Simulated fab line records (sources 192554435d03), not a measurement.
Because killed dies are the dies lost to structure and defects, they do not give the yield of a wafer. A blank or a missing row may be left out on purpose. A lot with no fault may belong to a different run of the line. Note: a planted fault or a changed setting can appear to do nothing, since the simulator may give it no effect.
Comparing a struck lot with a sound one	flow n5_finfet	20 out of 1938 route steps
Sound: the wafers L856.1, L856.3, L856.4. The struck wafers were L873.2, L873.3, L873.5. At the end, the cause is stated.
Each step with rows lists, per side, the tool, then ch with its chambers, then its first start. Under that, the readings that differ: sound wafers	struck wafers	difference of the means	sigmas: that difference in standard deviations of wafers without a fault.
alike: a reading whose means differ by less than 2 such deviations, as well as words and numbers matching on both sides. not compared: withheld readings; readings where some wafer has no value; bounds like >300 that might hide an equal value; numbers whose values overlap and for which the record gives no deviation.
A row with sigmas, a row that says differs or no value, or rows on one side alone: a step with any of these is where the two part. Non-overlapping numbers with no deviation appear without sigmas and do not part them. A reading that every wafer of one side lacks parts them only if that side has two wafers or more.

first, 8 steps without rows for these wafers: N5_BEOL_M8_COAT_59 (time 60 s, resist thk 100 nm); N5_BEOL_M8_COAT_60 (time 60 s, resist thk 35 nm); N5_BEOL_M8_COAT_05 (resist thk 90 nm); N5_BEOL_M8_EBR_07; N5_BEOL_M8_SOFTBAKE_06 (time 60 s); N5_BEOL_M8_EXPOSE_08 (exposes mask M8); N5_BEOL_M8_PEB_09 (peb time 60 s); N5_BEOL_M8_DEVELOP_10 (develop time 30 s).
N5_BEOL_M8_CD_MEAS_11: target cd 38.5 nm.
  sound on cd_sem-02 ch 0, day 10 12:58; struck on cd_sem-02 ch 0, day 14 12:58
  alike: cd_nm
N5_BEOL_M8_OVL_MEAS_12:
  sound on overlay-01 ch 0, day 10 13:00; struck on overlay-02 ch 0, day 14 12:59
  alike: M8_OVL
N5_BEOL_M8_INSPECT_13: inspects for defects (brightfield).
  sound on defect_inspect-02, day 10 13:01; struck on defect_inspect-01, day 14 13:01
  alike: raw_defect_count
N5_BEOL_M8_DESCUM_16: chemistry O2, time 7.9 s.
  sound on rie_diel-05 ch 0,2,3, day 10 13:26; struck on rie_diel-06 ch 1,2, day 14 13:15
  alike: chamber_pressure_mTorr, drypump_motor_current_A, oes_product_au, rf_vpp_V, showerhead_plenum_p_Torr, throttle_valve_pct
  not compared: rf_hours_counter_h
N5_BEOL_M8_ETCH_61: etches SiARC in CF4, target depth 45.5 nm, time 75.8 s.
  sound on rie_diel-05 ch 0,2,3, day 10 13:29; struck on rie_diel-06 ch 1,2, day 14 13:17
  no value came back on the struck wafers for any of 10 readings (bias_w (W), cf4_flow_sccm (sccm) and others); on the sound wafers bias_w (W) reads 36.08 36.07 36.09
reading	sound	struck	difference	sigmas
model.CAR-ArF_of_BEOL_M8_COAT_05.thk_nm (nm)	50.8 51 51	83 83.2 83.4	+32	
N5_BEOL_M8_ETCH_62: etches SOC in N2/H2, target depth 110 nm, overetch 22 nm, time 165 s.
  sound on rie_diel-05 ch 0,2,3, day 10 13:32; struck on rie_diel-06 ch 1,2, day 14 13:20
reading	sound	struck	difference	sigmas
oes_product_au (a.u.)	0.63 0.66 0.62	0.26 0.31 0.26	-0.36	-5
  alike: bias_w, chamber_pressure_mTorr, drypump_motor_current_A, h2_flow_sccm, rf_vpp_V, showerhead_plenum_p_Torr, throttle_valve_pct
  not compared: rf_hours_counter_h
then, 1 step without rows for these wafers: N5_BEOL_M8_STRIP_68 (strips in N2/H2).
N5_BEOL_M8_STRIP_67: strips in CF4.
  sound on rie_diel-05 ch 0,2,3, day 10 13:41; struck on rie_diel-06 ch 1,2, day 14 13:29
  alike: chamber_pressure_mTorr, drypump_motor_current_A, oes_product_au, rf_vpp_V, showerhead_plenum_p_Torr, throttle_valve_pct
  not compared: rf_hours_counter_h
N5_BEOL_M8_HM_OPEN_17: chemistry Cl2/BCl3, target TiN, target depth 20 nm, overetch 6 nm.
  sound on rie_metal-02 ch 0,1, day 10 13:43; struck on rie_metal-02 ch 0, day 14 13:31
reading	sound	struck	difference	sigmas
oes_product_au (a.u.)	0.65 0.65 0.76	0.28 0.28 0.28	-0.41	-8
throttle_valve_pct (%)	21.84 21.85 22.15	22.49 22.50 22.49	+0.55	+4
  alike: bcl3_flow_sccm, chamber_pressure_mTorr, drypump_motor_current_A
  not compared: rf_hours_counter_h
N5_BEOL_M8_STRIP_19: strips in O2.
  sound on rie_diel-05 ch 0,1,3, day 10 13:50; struck on rie_diel-05 ch 0,2, day 14 13:41
  alike: chamber_pressure_mTorr, drypump_motor_current_A, oes_product_au, rf_vpp_V, showerhead_plenum_p_Torr, throttle_valve_pct
  not compared: rf_hours_counter_h
N5_BEOL_M8_CD_MEAS_18: pitch 80 nm, target cd 40 nm.
  sound on cd_sem-03, day 10 13:54; struck on cd_sem-03, day 14 13:46
reading	sound	struck	difference	sigmas
cd_nm (nm)	39.4 40.0 39.7	- - -	no value on the struck wafers	
then, 1 step without rows for these wafers: N5_BEOL_M8_COAT_63 (time 60 s, resist thk 60 nm).

WHERE THEY PART
Earliest at N5_BEOL_M8_ETCH_61; latest, in this record, at N5_BEOL_M8_CD_MEAS_18.

WHY: the cause the simulator had injected
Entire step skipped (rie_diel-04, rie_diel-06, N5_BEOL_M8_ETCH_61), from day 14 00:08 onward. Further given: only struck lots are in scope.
